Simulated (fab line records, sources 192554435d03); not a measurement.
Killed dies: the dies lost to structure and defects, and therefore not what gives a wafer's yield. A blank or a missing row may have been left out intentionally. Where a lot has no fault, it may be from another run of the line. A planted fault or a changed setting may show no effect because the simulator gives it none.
fab line records / flow n5Finfet
[record] lots = 4 wafers = 12 lastDay = 16
route steps=1938 shown BEOL_M3@1011 BEOL_M4@1021
lots that met no fault: taken from a fault-free run of the same line
startH: hours from the record's first day to the start of the lot's first wafer shown / waitH: time in hours since the lot's previous step / " unchanged from the row above / L1.1+2: one row covering several wafers at once / - no value, or no start given / * or withheld: withheld / < > ~ a bound
route shown NAME@n: a module of which the file shows steps, and the number in the route of the first / usual: mean/standard deviation taken from wafers without a fault / same: alike in all rows / chamber/n: place in a boat / sites: each site's reading / _std_site: the values' standard deviation / _edge_site: inner sites' mean taken away from outer sites' mean / radiusMm: how far each site lies from the wafer's centre / mask NAME#n: copy n / behind: the last tool/chamber to shape the wafer / hold: the reason the lot was held/the length of the hold in hours/how it ended / device: the n, p or np transistor that did not switch / end of line: tests of these same wafers at the route's end / where a step has no rows: the recipe by itself / killed: the dies lost at the first sort to structure and to defects; this is not the yield of the wafer / map: dies across one wafer; x = killed, . = not, _ = none there
set.NAME: the setting as run; set.NAME@STEP: as run at that earlier step / model.NAME: the simulator's own value behind a step, which no gauge read
lots seen at some steps along the route; tables by step, rows by wafer
services: the hour from which a tool's chamber was out of use, counted from the record's first day as startH (under 0 if before that day), plus the number of hours and why
[[steps]]
[step N5_BEOL_M3_ECD_50]
[recipe] material = Cu targetThkA = 3000
[step N5_BEOL_M3_ANNEAL_51]
[recipe] tempC = 225 timeS = 90 ambient = N2
[step N5_BEOL_M3_CMP_52]
[recipe] stopOn = SiOC tOverpolishS = 6.8 downForcePsi = 1 platenRpm = 50 clearingPlatenDownForcePsi = 1.5 clearingPlatenRpm = 50 postCmpClean = cuAlkaline targetThkNm = 40 clearingPlatenPadVelocityMS = 0.99484 padVelocityMS = 0.99484
[step N5_BEOL_M3_PRE_CLEAN_60]
[recipe] gas = NH3/H2 timeS = 15 tempC = * rfPowerW = 300
[step N5_BEOL_M3_CO_CAP_55]
[recipe] material = Co targetThkA = 20 tempC = 200 precursor = CCTBA/H2 pressureTorr = 30 timeS = 102.1
[step N5_BEOL_M3_PRE_CLEAN_56]
[recipe] gas = NH3 timeS = 15 tempC = withheld rfPowerW = 300
[step N5_BEOL_M3_DEP_57]
[recipe] material = SiCN targetThkA = 80 tempC = withheld precursor = 3MS/NH3 pressureTorr = 3 rfW = 202 timeS = 14
[step N5_BEOL_M4_ILD_DEP_00]
[recipe] material = SiOC targetThkA = 790 tempC = 350 precursor = DEMS/O2 pressureTorr = 5 rfW = 500 timeS = 15.3
[step N5_BEOL_M4_PECVD_72]
[recipe] material = SiO2 targetThkA = 160 tempC = 400 precursor = TEOS/O2 pressureTorr = 5.5 rfW = 450 teosFlowSccm = 53.8 gas = O2 flowSccm = 3000 timeS = 18
[usual] heaterPowerW = 787/100 showerheadPlenumPTorr = 8.79/0.099 throttleValvePct = 21.9/1.1
lot.wafer=L168.2 tool=pecvd-01 chamber=2 startH=218.73 waitH=0.0 heaterPowerW=833 showerheadPlenumPTorr=8.61 throttleValvePct=20.3 model.SiO2_of_BEOL_M4_PECVD_72.thkNm=15.6
lot.wafer=L168.3 tool=pecvd-01 chamber=0 startH=218.73 waitH=0.0 heaterPowerW=760 showerheadPlenumPTorr=8.91 throttleValvePct=22.2 model.SiO2_of_BEOL_M4_PECVD_72.thkNm=16
lot.wafer=L168.6 tool=pecvd-01 chamber=1 startH=218.73 waitH=0.0 heaterPowerW=875 showerheadPlenumPTorr=8.67 throttleValvePct=21.5 model.SiO2_of_BEOL_M4_PECVD_72.thkNm=16.2
lot.wafer=L170.2 tool=pecvd-04 chamber=1 startH=242.32 waitH=0.0 heaterPowerW=747 showerheadPlenumPTorr=8.83 throttleValvePct=22.0 model.SiO2_of_BEOL_M4_PECVD_72.thkNm=15.4
lot.wafer=L170.3 tool=pecvd-04 chamber=0 startH=242.32 waitH=0.0 heaterPowerW=954 showerheadPlenumPTorr=8.81 throttleValvePct=22.7 model.SiO2_of_BEOL_M4_PECVD_72.thkNm=15.8
lot.wafer=L170.6 tool=pecvd-04 chamber=0 startH=242.32 waitH=0.0 heaterPowerW=932 showerheadPlenumPTorr=8.81 throttleValvePct=22.8 model.SiO2_of_BEOL_M4_PECVD_72.thkNm=16
lot.wafer=L175.1 tool=pecvd-01 chamber=2 startH=253.93 waitH=0.0 heaterPowerW=836 showerheadPlenumPTorr=8.58 throttleValvePct=20.6 model.SiO2_of_BEOL_M4_PECVD_72.thkNm=15.8
lot.wafer=L175.2 tool=pecvd-01 chamber=1 startH=253.93 waitH=0.0 heaterPowerW=971 showerheadPlenumPTorr=8.65 throttleValvePct=21.8 model.SiO2_of_BEOL_M4_PECVD_72.thkNm=16
lot.wafer=L175.6 tool=pecvd-01 chamber=2 startH=253.93 waitH=0.0 heaterPowerW=838 showerheadPlenumPTorr=8.60 throttleValvePct=20.6 model.SiO2_of_BEOL_M4_PECVD_72.thkNm=12.4
lot.wafer=L174.3 tool=pecvd-01 chamber=1 startH=254.80 waitH=0.0 heaterPowerW=1018 showerheadPlenumPTorr=8.67 throttleValvePct=22.0 model.SiO2_of_BEOL_M4_PECVD_72.thkNm=16
lot.wafer=L174.4 tool=pecvd-01 chamber=0 startH=254.80 waitH=0.0 heaterPowerW=728 showerheadPlenumPTorr=8.90 throttleValvePct=22.2 model.SiO2_of_BEOL_M4_PECVD_72.thkNm=12.6
lot.wafer=L174.5 tool=pecvd-01 chamber=1 startH=254.80 waitH=0.0 heaterPowerW=1034 showerheadPlenumPTorr=8.67 throttleValvePct=21.9 model.SiO2_of_BEOL_M4_PECVD_72.thkNm=12.8
[step N5_BEOL_M4_HM_DEP_02]
[recipe] material = TiN targetThkA = 200 tempC = 25 chamberPressurePa = 0.49996
[step N5_BEOL_M4_COAT_61]
[recipe] resist = SOC tempC = 250 timeS = 60 spinRpm = 1500 resistThkNm = 60
[step N5_BEOL_M4_COAT_62]
[recipe] resist = SiARC tempC = 220 timeS = 60 spinRpm = 1500 resistThkNm = 12
[step N5_BEOL_M4_COAT_73]
[recipe] resist = underlayer tempC = 205 timeS = 60 spinRpm = 1500 resistThkNm = 5
[step N5_BEOL_M4_COAT_05]
[recipe] resist = CAR-EUV spinRpm = 1500 resistThkNm = 30
[step N5_BEOL_M4_EBR_07]
[recipe] solvent = PGMEA ebrWidthMm = 1.5
[step N5_BEOL_M4_SOFTBAKE_06]
[recipe] tempC = 110 timeS = 60 resist = CAR-EUV
[step N5_BEOL_M4_EXPOSE_08]
[recipe] maskId = M4 na = 0.33 sourceShape = dipole sigmaInner = 0.369 sigmaOuter = 0.767 polarization = unpolarized doseMj = 41.25
[step N5_BEOL_M4_PEB_09]
[recipe] pebTempC = 100 pebTimeS = 60 resist = CAR-EUV
[step N5_BEOL_M4_DEVELOP_10]
[recipe] developTimeS = 30 developer = TMAH resist = CAR-EUV rinseLiquid = surfactantRinse dry = airSpin devTempC = 23
[step N5_BEOL_M4_DESCUM_16]
[recipe] chemistry = O2 timeS = 7 sourcePowerW = 50 biasPowerW = 20 pressureMtorr = 20 rfFrequencyHz = 2.712e+07 tempC = 40 resist = CAR-EUV o2FlowSccm = 225
[step N5_BEOL_M4_ETCH_74]
[recipe] chemistry = N2/H2 target = underlayer targetDepthA = 65 maskMaterial = CAR-EUV timeS = 5.2 ionEnergyEv = 200 pressureMtorr = 30 sourceW = 840 biasW = 150 n2FlowSccm = 200 h2FlowSccm = 200 ends = cleared
[step N5_BEOL_M4_ETCH_63]
[recipe] chemistry = CF4 target = SiARC targetDepthA = 156 maskMaterial = CAR-EUV timeS = 26 ionEnergyEv = 80 pressureMtorr = 40 sourceW = 545 biasW = 36 Ar_flow_sccm = 100 cf4FlowSccm = 100 ends = cleared
[step N5_BEOL_M4_ETCH_64]
[recipe] chemistry = N2/H2 target = SOC targetDepthA = 750 overetchA = 225 maskMaterial = SiARC tempC = 40 timeS = 121.9 ionEnergyEv = 200 pressureMtorr = 30 sourceW = 840 biasW = 150 n2FlowSccm = 200 h2FlowSccm = 200
[step N5_BEOL_M4_STRIP_65]
[recipe] chemistry = N2/H2 tempC = 40 n2FlowSccm = 200 h2FlowSccm = 200 rfFrequencyHz = 6e+07
[step N5_BEOL_M4_STRIP_75]
[recipe] chemistry = N2/H2 tempC = 40 n2FlowSccm = 200 h2FlowSccm = 200 rfFrequencyHz = 6e+07
[step N5_BEOL_M4_STRIP_66]
[recipe] chemistry = CF4 resist = SiARC powerW = 300 biasPowerW = 75 pressureMtorr = 50 cf4FlowSccm = 150 rfFrequencyHz = 6e+07
[step N5_BEOL_M4_HM_OPEN_17]
[recipe] chemistry = Cl2/BCl3 targetDepthA = 200 overetchA = 60 target = TiN maskMaterial = SOC ionEnergyEv = 150 pressureMtorr = 10 icpW = 1000 biasW = 126 Cl2_flow_sccm = 53.25 bcl3FlowSccm = 21.75 Ar_flow_sccm = 25
[step N5_BEOL_M4_STRIP_19]
[recipe] chemistry = O2 powerW = 400 tempC = 40 pressureMtorr = 30 rfFrequencyHz = 6e+07 biasPowerW = 0 overashFraction = 0.2 o2FlowSccm = 225
[step N5_BEOL_M4_COAT_67]
[recipe] resist = SOC tempC = 250 timeS = 60 spinRpm = 1500 resistThkNm = 60
[step N5_BEOL_M4_COAT_68]
[recipe] resist = SiARC tempC = 220 timeS = 60 spinRpm = 1500 resistThkNm = 12
[step N5_BEOL_M4_COAT_76]
[recipe] resist = underlayer tempC = 205 timeS = 60 spinRpm = 1500 resistThkNm = 5
[step N5_BEOL_M4_COAT_22]
[recipe] resist = CAR-EUV spinRpm = 1500 resistThkNm = 30
[step N5_BEOL_M4_EBR_24]
[recipe] solvent = PGMEA ebrWidthMm = 1.5
[step N5_BEOL_M4_SOFTBAKE_23]
[recipe] tempC = 110 timeS = 60 resist = CAR-EUV
[step N5_BEOL_M4_HM_STRIP_39]
[recipe] chemistry = peroxideTinStrip material = TiN targetDepthA = 250 tempC = 50 timeS = 158
lot.wafer=L168.2 tool=wetBench-06 chamber=6 startH=226.10 waitH=0.0 model.SiO2_of_BEOL_M4_PECVD_72.thkNm=15.4
lot.wafer=L168.3 tool=wetBench-06 chamber=5 startH=226.10 waitH=0.0 model.SiO2_of_BEOL_M4_PECVD_72.thkNm=15.8
lot.wafer=L168.6 tool=wetBench-06 chamber=0 startH=226.10 waitH=0.0 model.SiO2_of_BEOL_M4_PECVD_72.thkNm=16
lot.wafer=L170.2 tool=wetBench-03 chamber=7 startH=249.33 waitH=0.0 model.SiO2_of_BEOL_M4_PECVD_72.thkNm=15.4
lot.wafer=L170.3 tool=wetBench-03 chamber=6 startH=249.33 waitH=0.0 model.SiO2_of_BEOL_M4_PECVD_72.thkNm=15.8
lot.wafer=L170.6 tool=wetBench-03 chamber=5 startH=249.33 waitH=0.0 model.SiO2_of_BEOL_M4_PECVD_72.thkNm=16
lot.wafer=L175.1 tool=wetBench-06 chamber=0 startH=259.58 waitH=0.0 model.SiO2_of_BEOL_M4_PECVD_72.thkNm=15.6
lot.wafer=L175.2 tool=wetBench-06 chamber=7 startH=259.58 waitH=0.0 model.SiO2_of_BEOL_M4_PECVD_72.thkNm=15.8
lot.wafer=L175.6 tool=wetBench-06 chamber=2 startH=259.58 waitH=0.0 model.SiO2_of_BEOL_M4_PECVD_72.thkNm=12.4
lot.wafer=L174.3 tool=wetBench-06 chamber=5 startH=262.88 waitH=0.0 model.SiO2_of_BEOL_M4_PECVD_72.thkNm=15.8
lot.wafer=L174.4 tool=wetBench-06 chamber=3 startH=262.88 waitH=0.0 model.SiO2_of_BEOL_M4_PECVD_72.thkNm=12.4
lot.wafer=L174.5 tool=wetBench-06 chamber=4 startH=262.88 waitH=0.0 model.SiO2_of_BEOL_M4_PECVD_72.thkNm=12.6
[step N5_BEOL_M4_CMP_52]
[recipe] stopOn = SiOC tOverpolishS = 6.8 downForcePsi = 1 platenRpm = 50 clearingPlatenDownForcePsi = 1.5 clearingPlatenRpm = 50 postCmpClean = cuAlkaline targetThkNm = 40 clearingPlatenPadVelocityMS = 0.99484 padVelocityMS = 0.99484
[usual] barrierFieldEndpointS = 24.5/0.81 clearingPlatenDownForcePsi = 1.5004/0.003 clearingPlatenRpm = 49.999/0.028 motorCurrentA = 6.2/0.59
lot.wafer=L168.3 tool=cmp-01 chamber=3 startH=229.93 waitH=0.2 barrierFieldEndpointS=24.0 clearingPlatenDownForcePsi=1.5035 clearingPlatenRpm=50.068 motorCurrentA=6.3
lot.wafer=L168.2 tool=cmp-01 chamber=1 startH=229.93 waitH=0.2 barrierFieldEndpointS=24.0 clearingPlatenDownForcePsi=1.5010 clearingPlatenRpm=49.957 motorCurrentA=6.2
lot.wafer=L168.6 tool=cmp-01 chamber=3 startH=229.93 waitH=0.2 barrierFieldEndpointS=24.8 clearingPlatenDownForcePsi=1.5044 clearingPlatenRpm=50.032 motorCurrentA=6.0
lot.wafer=L170.3 tool=cmp-01 chamber=2 startH=253.10 waitH=0.2 barrierFieldEndpointS=24.2 clearingPlatenDownForcePsi=1.4991 clearingPlatenRpm=50.022 motorCurrentA=6.6
lot.wafer=L170.2 tool=cmp-01 chamber=3 startH=253.10 waitH=0.2 barrierFieldEndpointS=23.6 clearingPlatenDownForcePsi=1.5013 clearingPlatenRpm=49.946 motorCurrentA=5.9
lot.wafer=L170.6 tool=cmp-01 chamber=1 startH=253.10 waitH=0.2 barrierFieldEndpointS=25.2 clearingPlatenDownForcePsi=1.4949 clearingPlatenRpm=50.004 motorCurrentA=6.0
lot.wafer=L175.1 tool=cmp-02 chamber=3 startH=263.26 waitH=0.3 barrierFieldEndpointS=25.1 clearingPlatenDownForcePsi=1.4995 clearingPlatenRpm=49.980 motorCurrentA=6.4
lot.wafer=L175.2 tool=cmp-02 chamber=0 startH=263.26 waitH=0.3 barrierFieldEndpointS=24.5 clearingPlatenDownForcePsi=1.4945 clearingPlatenRpm=50.000 motorCurrentA=7.0
lot.wafer=L175.6 tool=cmp-02 chamber=0 startH=263.26 waitH=0.3 barrierFieldEndpointS=19.9 clearingPlatenDownForcePsi=1.4981 clearingPlatenRpm=50.023 motorCurrentA=6.8
lot.wafer=L174.4 tool=cmp-04 chamber=3 startH=266.33 waitH=0.1 barrierFieldEndpointS=19.9 clearingPlatenDownForcePsi=1.4993 clearingPlatenRpm=49.979 motorCurrentA=6.8
lot.wafer=L174.3 tool=cmp-04 chamber=1 startH=266.33 waitH=0.1 barrierFieldEndpointS=24.3 clearingPlatenDownForcePsi=1.5011 clearingPlatenRpm=49.980 motorCurrentA=6.0
lot.wafer=L174.5 tool=cmp-04 chamber=0 startH=266.33 waitH=0.1 barrierFieldEndpointS=20.7 clearingPlatenDownForcePsi=1.5030 clearingPlatenRpm=49.998 motorCurrentA=5.3
[step N5_BEOL_M4_RC_MEAS_101]
[usual] DIBL_N = 36.0/2.2 DIBL_P = 35.9/2.6 IOFF_N = 0.16/0.038 IOFF_P = 0.21/0.042 ION_N = 675/15 ION_P = 463/10 SS_N = 71.5/0.62 SS_P = 73.2/0.76 VT_N = 250/4.1 VT_P = -251/3.6
lot.wafer=L168.2 tool=prober-01 chamber=0 startH=230.65 waitH=0.2 DIBL_N[mV/V]=37.6 DIBL_P[mV/V]=35.9 IOFF_N[nA/um]=0.17 IOFF_P[nA/um]=0.25 ION_N[uA/um]=688 ION_P[uA/um]=479 SS_N[mV/dec]=71.0 SS_P[mV/dec]=73.6 VT_N[mV]=251 VT_P[mV]=-247
lot.wafer=L168.3 tool=prober-01 chamber=0 startH=230.65 waitH=0.2 DIBL_N[mV/V]=36.6 DIBL_P[mV/V]=33.7 IOFF_N[nA/um]=0.13 IOFF_P[nA/um]=0.20 ION_N[uA/um]=673 ION_P[uA/um]=468 SS_N[mV/dec]=70.5 SS_P[mV/dec]=72.3 VT_N[mV]=251 VT_P[mV]=-250
lot.wafer=L168.6 tool=prober-01 chamber=0 startH=230.65 waitH=0.2 DIBL_N[mV/V]=36.8 DIBL_P[mV/V]=33.6 IOFF_N[nA/um]=0.14 IOFF_P[nA/um]=0.21 ION_N[uA/um]=660 ION_P[uA/um]=454 SS_N[mV/dec]=71.1 SS_P[mV/dec]=73.3 VT_N[mV]=251 VT_P[mV]=-249
lot.wafer=L170.2 tool=prober-02 chamber=0 startH=253.82 waitH=0.2 DIBL_N[mV/V]=37.5 DIBL_P[mV/V]=36.4 IOFF_N[nA/um]=0.17 IOFF_P[nA/um]=0.21 ION_N[uA/um]=690 ION_P[uA/um]=475 SS_N[mV/dec]=71.8 SS_P[mV/dec]=73.3 VT_N[mV]=250 VT_P[mV]=-251
lot.wafer=L170.3 tool=prober-02 chamber=0 startH=253.82 waitH=0.2 DIBL_N[mV/V]=37.1 DIBL_P[mV/V]=36.4 IOFF_N[nA/um]=0.16 IOFF_P[nA/um]=0.20 ION_N[uA/um]=676 ION_P[uA/um]=464 SS_N[mV/dec]=72.0 SS_P[mV/dec]=73.1 VT_N[mV]=251 VT_P[mV]=-249
lot.wafer=L170.6 tool=prober-02 chamber=0 startH=253.82 waitH=0.2 DIBL_N[mV/V]=37.3 DIBL_P[mV/V]=36.6 IOFF_N[nA/um]=0.17 IOFF_P[nA/um]=0.21 ION_N[uA/um]=687 ION_P[uA/um]=467 SS_N[mV/dec]=71.5 SS_P[mV/dec]=73.7 VT_N[mV]=249 VT_P[mV]=-247
lot.wafer=L175.1 tool=prober-02 chamber=0 startH=263.94 waitH=0.0 DIBL_N[mV/V]=40.0 DIBL_P[mV/V]=38.5 IOFF_N[nA/um]=0.21 IOFF_P[nA/um]=0.25 ION_N[uA/um]=702 ION_P[uA/um]=479 SS_N[mV/dec]=71.8 SS_P[mV/dec]=74.4 VT_N[mV]=244 VT_P[mV]=-247
lot.wafer=L175.2 tool=prober-02 chamber=0 startH=263.94 waitH=0.0 DIBL_N[mV/V]=38.6 DIBL_P[mV/V]=37.2 IOFF_N[nA/um]=0.17 IOFF_P[nA/um]=0.24 ION_N[uA/um]=674 ION_P[uA/um]=459 SS_N[mV/dec]=71.6 SS_P[mV/dec]=74.8 VT_N[mV]=248 VT_P[mV]=-250
lot.wafer=L175.6 tool=prober-02 chamber=0 startH=263.94 waitH=0.0 DIBL_N[mV/V]=43.0 DIBL_P[mV/V]=40.1 IOFF_N[nA/um]=0.27 IOFF_P[nA/um]=0.29 ION_N[uA/um]=700 ION_P[uA/um]=469 SS_N[mV/dec]=73.5 SS_P[mV/dec]=74.7 VT_N[mV]=243 VT_P[mV]=-245
lot.wafer=L174.3 tool=prober-02 chamber=0 startH=267.24 waitH=0.3 DIBL_N[mV/V]=37.6 DIBL_P[mV/V]=39.1 IOFF_N[nA/um]=0.19 IOFF_P[nA/um]=0.26 ION_N[uA/um]=685 ION_P[uA/um]=472 SS_N[mV/dec]=72.3 SS_P[mV/dec]=73.6 VT_N[mV]=245 VT_P[mV]=-246
lot.wafer=L174.4 tool=prober-02 chamber=0 startH=267.24 waitH=0.3 DIBL_N[mV/V]=40.7 DIBL_P[mV/V]=42.4 IOFF_N[nA/um]=0.25 IOFF_P[nA/um]=0.32 ION_N[uA/um]=700 ION_P[uA/um]=477 SS_N[mV/dec]=72.1 SS_P[mV/dec]=74.5 VT_N[mV]=241 VT_P[mV]=-245
lot.wafer=L174.5 tool=prober-02 chamber=0 startH=267.24 waitH=0.3 DIBL_N[mV/V]=37.0 DIBL_P[mV/V]=37.4 IOFF_N[nA/um]=0.18 IOFF_P[nA/um]=0.24 ION_N[uA/um]=661 ION_P[uA/um]=457 SS_N[mV/dec]=71.7 SS_P[mV/dec]=73.2 VT_N[mV]=247 VT_P[mV]=-249
[[services]]
tool=cmp-01 chamber=- startH=196.02 hours=4.0 kind=pm
tool=cmp-01 chamber=- startH=200.02 hours=- kind=consumableReplace:conditioner
tool=cmp-01 chamber=- startH=200.02 hours=- kind=consumableReplace:pad
tool=cmp-04 chamber=- startH=207.57 hours=24.7 kind=pm
tool=pecvd-04 chamber=1 startH=215.42 hours=16.5 kind=scheduledDown
tool=pecvd-01 chamber=1 startH=233.27 hours=5.5 kind=scheduledDown
tool=cmp-02 chamber=- startH=239.66 hours=0.5 kind=repair
tool=cmp-04 chamber=- startH=253.65 hours=0.9 kind=repair
[[key]]
[firstSign] step = N5_BEOL_M4_CMP_52 reading = barrierFieldEndpointS direction = down sigmas = 5.4 usual = 24.5 struck = 20.2
effect none on later readings
[modelEffect] step = N5_BEOL_M4_PECVD_72 value = SiO2_of_BEOL_M4_PECVD_72.thkNm without = 16.07 struck = 12.6
[modelEffect] step = N5_BEOL_M4_HM_STRIP_39 value = SiO2_of_BEOL_M4_PECVD_72.thkNm without = 15.93 struck = 12.47
metAt N5_BEOL_M4_PECVD_72
struckWafers L174.4,L174.5,L175.6
onsetBetween 218.73 253.93
[fault] kind = processParameterDrift tool = pecvd-01 chamber = - onsetH = 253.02 steps = N5_BEOL_M4_PECVD_72 channel = timeS offset = * shape = step endH = 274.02 scope = struckWafersOnly actsIn = * stated = *
